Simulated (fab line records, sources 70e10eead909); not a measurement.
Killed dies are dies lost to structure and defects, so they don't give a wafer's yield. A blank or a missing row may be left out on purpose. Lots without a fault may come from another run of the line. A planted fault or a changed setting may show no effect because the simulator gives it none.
Which tool did it? | flow nand_harc | 6 lots, 18 wafers sampled, at 5 steps of a route of 1302

WHAT THE GAUGES READ, wafer by wafer
NHARC_END_SORT_01.
lot  | measured     | on        | killed_at_array
L860 | day 30 18:10 | prober-01 | 49 49 62

WHICH TOOL RAN EACH LOT (tool, then ch and the chambers of the sampled wafers, then the start)
lot  | NHARC_A_WL_FILL_ALD_00           | NHARC_A_WL_FILL_CVD_03        | NHARC_A_WL_FILL_ETCHBACK_16        | NHARC_A_WL_FILL_CVD_20
L850 | ald_hk-02 ch 0,2,3, day 20 23:22 | cvd_w-01 ch 0,1, day 21 00:24 | rie_diel-02 ch 0,1,2, day 21 11:04 | cvd_w-01 ch 0,1, no start
L856 | ald_hk-02 ch 1,3, day 24 14:22   | cvd_w-02 ch 0,1, day 24 15:19 | rie_diel-07 ch 0,1,3, day 25 02:29 | cvd_w-02 ch 0,1, no start
L859 | ald_hk-02 ch 0,1, day 25 01:06   | cvd_w-01 ch 0,1, day 25 02:08 | rie_diel-07 ch 0,1,3, day 25 12:47 | cvd_w-02 ch 0, no start
L860 | ald_hk-01 ch 0,1, day 25 22:41   | cvd_w-02 ch 0,1, day 25 23:56 | rie_diel-07 ch 0,1,2, day 26 10:23 | cvd_w-01 ch 0,1, day 30 18:10 or earlier
L864 | ald_hk-01 ch 1,2,3, day 26 12:05 | cvd_w-02 ch 0,1, day 26 13:13 | rie_diel-13 ch 0,1,2, day 27 00:35 | cvd_w-01 ch 0,1, no start
L870 | ald_hk-01 ch 2,3, day 30 00:07   | cvd_w-02 ch 0,1, day 30 01:10 | rie_diel-02 ch 0,1, day 30 11:25   | cvd_w-02 ch 0,1, no start
- NHARC_A_WL_FILL_ALD_00: deposits Al2O3, target thk 3 nm, pulse time 3 s, ald cycles 30.
- NHARC_A_WL_FILL_CVD_03: deposits W, target thk 40 nm, time 279 s.
- NHARC_A_WL_FILL_ETCHBACK_16: etches the open film in C4F8/O2/Ar, target depth 120 nm, time 24 s.
- NHARC_A_WL_FILL_CVD_20: deposits W, target thk 100 nm, time 74 s.

THE ANSWER, worked out from the rows above alone
Rule: what is usual is taken from the lots themselves. Put in order of their means at a reading, lots are off if they are a third of the lots or fewer, leave a main group of 4 or more, and stand apart from it by a gap of 3 or more times the standard deviation of the main group's means; of several such gaps the widest counts. A main group whose means are all the same, to the digits that the tables above print for the reading, isn't used. A lot without any number at a reading at which 4 lots or more have one is off too. The other lots that the step has rows for count as sound.
No lot is off at any reading shown: from this, nothing can be told.

WHAT THE SIMULATOR HAD PUT IN
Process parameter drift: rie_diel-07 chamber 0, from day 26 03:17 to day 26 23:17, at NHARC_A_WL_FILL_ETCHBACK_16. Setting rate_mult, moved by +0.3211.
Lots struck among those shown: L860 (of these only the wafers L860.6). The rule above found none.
